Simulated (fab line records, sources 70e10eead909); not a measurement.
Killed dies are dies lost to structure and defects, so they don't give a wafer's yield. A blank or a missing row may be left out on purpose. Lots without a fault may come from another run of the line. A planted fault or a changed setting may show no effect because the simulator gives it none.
fab line records | flow nand_harc | part 2 of 2: steps 26 to 38 of 38
record lots=5 wafers=15 last_day=24
route steps=1159 shown A_STAIRCASE@690
lots that met no fault: from a run of the same line without faults
start_h: hours from the record's first day to the start of the lot's first wafer shown | wait_h: hours since the lot's step before | " the same as in the row above | L1.1+2: a row that stands for several wafers | - no value, or no start given | * or withheld: withheld | < > ~ a bound
route shown NAME@n: a module of which the file shows steps, and the number in the route of the first | usual: mean/standard deviation of fault-free wafers | same: alike in all rows | chamber/n: place in a boat | sites: the reading at each site | _std_site: their standard deviation | _edge_site: outer sites' mean less inner sites' | radius_mm: how far each site lies from the wafer's centre | mask NAME#n: copy n | behind: the tool/chamber that last shaped the wafer | hold: why the lot was held/for how many hours/how that ended | device: the transistor (n, p or np) that didn't switch | end of line: the same wafers' tests at the end of the route | a step without rows: its recipe alone | killed: dies lost to structure and defects at the first sort, not the wafer's yield | map: a wafer's dies, x killed, . not, _ none there
set.NAME: the setting as run; set.NAME@STEP: as run at that earlier step | model.NAME: the simulator's own value behind a step, which no gauge read
lots at some steps of the route; a table a step, a row a wafer
services: from which hour (start_h, from the record's first day; less than 0 if before it) a tool's chamber was out of use, for how many hours, and why
## steps
# step NHARC_A_STAIRCASE_SOFTBAKE_436
# recipe temp_c=135 time_s=170
# columns lot.wafer tool chamber start_h wait_h
L084.3+4+5 litho_track-03 0 - -
L090.2+4+5 litho_track-05 0 - -
L089.3+4+6 litho_track-02 0 - -
L092.2+5+6 litho_track-02 0 - -
L097.1+3+5 litho_track-02 0 - -
# step NHARC_A_STAIRCASE_EBR_437
# columns lot.wafer tool chamber start_h wait_h
L084.3+4+5 litho_track-03 0 - -
L090.2+4+5 litho_track-05 0 - -
L089.3+4+6 litho_track-02 0 - -
L092.2+5+6 litho_track-02 0 - -
L097.1+3+5 litho_track-02 0 - -
# step NHARC_A_STAIRCASE_EXPOSE_438
# recipe na=0.5 dose_mj=28.97 mask_id=STAIR_REV
# columns lot.wafer tool chamber start_h wait_h mask
L084.3+4+5 krf_scanner-01 0 356.88 - STAIR_REV#0
L090.2+4+5 krf_scanner-04 0 393.32 - STAIR_REV#0
L089.3+4+6 krf_scanner-04 0 398.30 - STAIR_REV#0
L092.2+5+6 krf_scanner-03 0 413.81 - STAIR_REV#0
L097.1+3+5 krf_scanner-04 0 429.79 - STAIR_REV#0
# step NHARC_A_STAIRCASE_PEB_439
# recipe peb_temp_c=115 peb_time_s=130
# columns lot.wafer tool chamber start_h wait_h
L084.3+4+5 litho_track-02 0 356.93 0.1
L090.2+4+5 litho_track-05 0 393.38 0.1
L089.3+4+6 litho_track-03 0 398.35 0.1
L092.2+5+6 litho_track-03 0 413.87 0.1
L097.1+3+5 litho_track-03 0 429.85 0.1
# step NHARC_A_STAIRCASE_DEVELOP_440
# recipe time_s=140
# columns lot.wafer tool chamber start_h wait_h
L084.3+4+5 litho_track-02 0 - -
L090.2+4+5 litho_track-05 0 - -
L089.3+4+6 litho_track-03 0 - -
L092.2+5+6 litho_track-03 0 - -
L097.1+3+5 litho_track-03 0 - -
# step NHARC_A_STAIRCASE_HARDBAKE_442
# recipe temp_c=120 time_s=140
# columns lot.wafer tool chamber start_h wait_h
L084.3+4+5 litho_track-02 0 357.16 -
L090.2+4+5 litho_track-05 0 393.62 -
L089.3+4+6 litho_track-02 0 398.58 -
L092.2+5+6 litho_track-02 0 414.09 -
L097.1+3+5 litho_track-02 0 430.07 -
# step NHARC_A_STAIRCASE_DESCUM_443
# recipe time_s=3 o2_flow_sccm=200 ar_flow_sccm=0 bias_power_w=0 chemistry=O2
# usual drypump_motor_current_A=5.9/0.48 o2_flow_sccm=200.1/0.55 oes_product_au=0.998/0.016 rf_vpp_V=57.8/0.96 showerhead_plenum_p_Torr=1.92/0.11 throttle_valve_pct=11.311/0.0094
# columns lot.wafer tool chamber start_h wait_h drypump_motor_current_A o2_flow_sccm oes_product_au rf_hours_counter_h rf_vpp_V showerhead_plenum_p_Torr throttle_valve_pct
L084.3 rie_diel-12 3 357.24 - 5.5 200.1 0.999 50 57.9 1.97 11.321
L084.4 " 0 " " 6.1 199.6 0.968 48 57.2 1.98 11.305
L084.5 " 0 " " 6.1 200.2 0.982 - 58.3 1.98 11.299
L090.2 rie_diel-12 2 393.70 - 5.3 199.5 1.014 2 57.6 1.80 11.313
L090.4 " 3 " " 5.5 200.7 1.006 2 57.7 1.97 11.313
L090.5 " 2 " " 5.3 200.6 1.015 - 56.6 1.80 11.314
L089.3 rie_diel-05 1 398.69 - 5.7 200.9 1.016 18 58.5 1.87 11.318
L089.4 " 3 " " 6.5 200.3 1.016 19 59.3 2.07 11.310
L089.6 " 1 " " 5.7 200.0 1.024 - 57.3 1.87 11.296
L092.2 rie_diel-05 3 414.19 - 6.5 199.8 1.000 26 58.9 2.07 11.321
L092.6 " 2 " " 6.1 199.8 0.980 - 57.2 1.81 11.305
L092.5 " 3 " " 6.5 200.3 1.002 - 58.1 2.07 11.301
L097.1 rie_diel-05 3 430.17 - 6.5 200.5 1.007 32 57.6 2.07 11.315
L097.3 " 0 " " 4.7 199.7 1.007 27 56.0 1.88 11.307
L097.5 " 0 " " 4.7 199.6 1.007 - 58.8 1.88 11.303
# step NHARC_A_STAIRCASE_ETCH_444
# recipe target_depth_a=1.02e+05 time_s=3400 c4f8_flow_sccm=20 o2_flow_sccm=10 ar_flow_sccm=withheld rf_w=600 bias_w=1000 chemistry=C4F8/O2
# usual oes_product_au=0.929/0.018 rf_vpp_V=807/6.2
# columns lot.wafer tool chamber start_h wait_h oes_product_au rf_hours_counter_h rf_vpp_V
L084.4 rie_diel-12 3 357.80 0.5 0.935 50 810
L084.3 " 0 " " 0.899 49 810
L084.5 " 1 " " 0.921 - 816
L090.4 rie_diel-12 0 393.79 0.1 0.966 3 811
L090.2 " 1 " " 0.966 3 815
L090.5 " 0 " " 0.970 - 811
L089.3 rie_diel-05 3 399.51 0.8 0.933 20 814
L089.4 " 0 " " 0.941 17 804
L089.6 " 2 " " 0.902 - 801
L092.2 rie_diel-05 2 414.27 0.1 0.901 26 801
L092.6 " 2 " " 0.899 - 802
L092.5 " 3 " " 0.922 - 816
L097.3 rie_diel-05 2 430.30 0.1 0.915 32 800
L097.1 " 3 " " 0.926 32 815
L097.5 " 2 " " 0.918 - 801
# step NHARC_A_STAIRCASE_STRIP_446
# recipe power_w=1500 temp_c=250 chemistry=O2
# usual drypump_motor_current_A=6.2/0.32 heater_power_w=317/37
# columns lot.wafer tool chamber start_h wait_h drypump_motor_current_A heater_power_w rf_hours_counter_h
L084.4 plasma_asher-01 0 359.67 0.1 6.5 369 -
L084.3 " 1 " " 6.5 315 -
L084.5 " 1 " " 6.5 320 -
L090.2 plasma_asher-01 1 396.18 0.2 6.4 318 35
L090.4 " 1 " " 6.5 324 -
L090.5 " 0 " " 6.5 364 -
L089.3 plasma_asher-01 0 402.18 0.7 6.4 369 -
L089.4 " 1 " " 6.5 318 -
L089.6 " 1 " " 6.5 308 -
L092.2 plasma_asher-01 1 416.62 0.1 6.5 314 43
L092.6 " 1 " " 6.5 314 -
L092.5 " 0 " " 6.5 373 -
L097.1 plasma_asher-02 0 432.57 0.0 5.7 270 23
L097.3 " 0 " " 5.7 270 -
L097.5 " 1 " " 6.1 295 -
# step NHARC_A_STAIRCASE_STRIP_447
# recipe time_s=900 temp_c=130 chemistry=SPM
# columns lot.wafer tool chamber start_h wait_h
L084.3+5+4 wet_bench-04 4,7,0 359.93 0.2
L090.5+2+4 wet_bench-04 3,4,0 396.48 0.1
L089.3+4+6 wet_bench-04 7,0,1 402.45 0.2
L092.5+2+6 wet_bench-04 4,7,1 416.98 0.1
L097.5+1+3 wet_bench-06 1,2,4 432.91 0.1
# step NHARC_A_STAIRCASE_PRECLEAN_448
# recipe time_s=* temp_c=50 bath_age_min=0 chemistry=SC1
# columns lot.wafer tool chamber start_h wait_h
L084.3+5+4 wet_bench-04 4,7,0 - -
L090.5+2+4 wet_bench-04 3,4,0 - -
L089.3+4+6 wet_bench-04 7,0,1 - -
L092.5+2+6 wet_bench-04 4,7,1 - -
L097.5+1+3 wet_bench-06 1,2,4 - -
# step NHARC_A_STAIRCASE_SRD_449
# columns lot.wafer tool chamber start_h wait_h
L084.3+5+4 wet_bench-04 4,7,0 - -
L090.5+2+4 wet_bench-04 3,4,0 - -
L089.3+4+6 wet_bench-04 7,0,1 - -
L092.5+2+6 wet_bench-04 4,7,1 - -
L097.5+1+3 wet_bench-06 1,2,4 - -
# step NHARC_A_STAIRCASE_CMP_450
# recipe target_thk_nm=200 material=SiO2
# usual motor_current_A=11.5/1.1
# columns lot.wafer tool chamber start_h wait_h motor_current_A
L084.4 cmp-02 2 360.39 - 12.0
L084.3 " 0 " " 10.4
L084.5 " 2 " " 11.9
L090.4 cmp-03 3 396.93 - 9.5
L090.2 " 0 " " 10.5
L090.5 " 0 " " 10.5
L089.3 cmp-02 3 402.89 - 13.0
L089.4 " 0 " " 10.7
L089.6 " 3 " " 13.1
L092.2 cmp-02 1 417.46 - 11.7
L092.5 " 3 " " 13.0
L092.6 " 0 " " 11.4
L097.1 cmp-03 0 433.38 - 10.0
L097.3 " 1 " " 11.6
L097.5 " 0 " " 10.4
## services
# columns tool chamber start_h hours kind
pecvd-03 - 292.90 13.0 pm
pecvd-01 1 297.26 19.5 repair
wet_bench-06 - 305.60 8.0 pm
plasma_asher-01 - 306.97 4.4 repair
wet_bench-06 - 323.20 12.8 repair
ald_hk-03 - 323.28 10.0 pm
pecvd-02 - 329.52 1.4 repair
pecvd-02 - 334.00 13.0 pm
wet_bench-04 - 339.20 8.0 pm
litho_track-02 - 340.00 7.0 pm
rie_diel-05 - 340.65 9.0 pm
pecvd-03 0 362.61 15.2 repair
rie_diel-11 - 366.55 9.0 pm
rie_diel-05 0 372.58 1.2 repair
rie_diel-12 - 379.53 9.0 pm
plasma_asher-01 - 380.67 3.1 repair
litho_track-03 - 388.00 7.0 pm
pecvd-02 - 390.66 1.6 repair
wet_bench-09 - 394.63 4.3 repair
pecvd-03 - 407.82 2.8 repair
wet_bench-06 - 411.63 2.5 repair
rie_diel-12 0 411.76 5.7 repair
litho_track-05 - 412.00 7.0 pm
pecvd-01 - 418.05 13.0 pm
